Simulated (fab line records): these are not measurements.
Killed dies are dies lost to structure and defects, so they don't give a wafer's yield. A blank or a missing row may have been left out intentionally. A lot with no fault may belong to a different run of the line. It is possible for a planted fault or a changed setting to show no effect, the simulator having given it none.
Matching of chambers    flow n5_finfet    4 sister chambers for N5_BEOL_M4_VIA_ETCH_34 on rie_diel-04
The step etches the open film in C4F6/O2, target depth 69.4 nm, time 65.9 s. 20 wafers are shown with their chamber, then 10 later ones without.

== EACH WAFER AND ITS CHAMBER ==
wafer   chamber  drypump_motor_current_A (A)  showerhead_plenum_p_Torr (Torr)  throttle_valve_pct (%)
L074.1  2        6.0                          2.88                             30.27
L074.4  2        6.0                          2.88                             30.30
L074.5  3        5.0                          2.87                             30.66
L077.4  2        6.0                          2.88                             30.29
L077.5  1        5.8                          2.76                             30.79
L077.6  3        5.0                          2.87                             30.66
L076.3  2        6.0                          2.88                             30.30
L076.4  1        5.8                          2.76                             30.78
L076.6  2        6.0                          2.88                             30.29
L079.2  1        5.9                          2.76                             30.78
L079.3  2        6.0                          2.88                             30.28
L079.5  0        5.0                          2.69                             30.61
L085.2  2        6.0                          2.87                             30.29
L085.3  1        5.9                          2.75                             30.78
L085.4  2        6.0                          2.87                             30.30
L086.1  1        5.8                          2.75                             30.79
L086.3  2        6.0                          2.87                             30.29
L086.5  2        6.0                          2.87                             30.30
L089.3  0        5.0                          2.68                             30.65
L089.4  3        5.0                          2.86                             30.69

SIGNATURES (means of the wafers above)
reading                   chamber 0  chamber 1  chamber 2  chamber 3  scatter within a chamber
drypump_motor_current_A   5.000      5.840      6.000      5.000      0.0274
showerhead_plenum_p_Torr  2.6850     2.7560     2.8760     2.8667     0.00546
throttle_valve_pct        30.6300    30.7840    30.2910    30.6700    0.0123
Rule: a wafer lies at a distance from a chamber equal to the root of the sum of squares, over the readings, of (its reading less the chamber's mean, divided by the reading's scatter). The wafer belongs to the nearest chamber; if the next one is less than 2 further off, it can't be placed. How the scatter is found: for the shown wafers, subtract from each reading the mean of its chamber, square and add these, divide the total by (wafers less chambers), then take the root.

== WAFERS WHOSE CHAMBER IS MISSING ==
wafer   drypump_motor_current_A (A)  showerhead_plenum_p_Torr (Torr)  throttle_valve_pct (%)
L089.5  5.8                          2.75                             30.81
L092.2  6.0                          2.86                             30.30
L092.4  5.8                          2.75                             30.79
L092.5  5.8                          2.75                             30.80
L093.1  6.0                          2.86                             30.31
L093.4  6.0                          2.86                             30.34
L093.5  5.9                          2.74                             30.83
L095.2  5.0                          2.85                             30.71
L095.4  6.0                          2.86                             30.35
L095.6  5.1                          3.02                             30.39

== WHICH CHAMBER EACH ONE RAN IN ==
wafer    from the rows above   in truth
L089.5   1                     1
L092.2   2                     2
L092.4   1                     1
L092.5   1                     1
L093.1   2                     2
L093.4   2                     2
L093.5   1                     1
L095.2   3                     3
L095.4   2                     2
L095.6   3                     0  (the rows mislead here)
Correctly placed: 9 of 10. Can't be placed from these rows: 0. Number placed wrongly: 1.
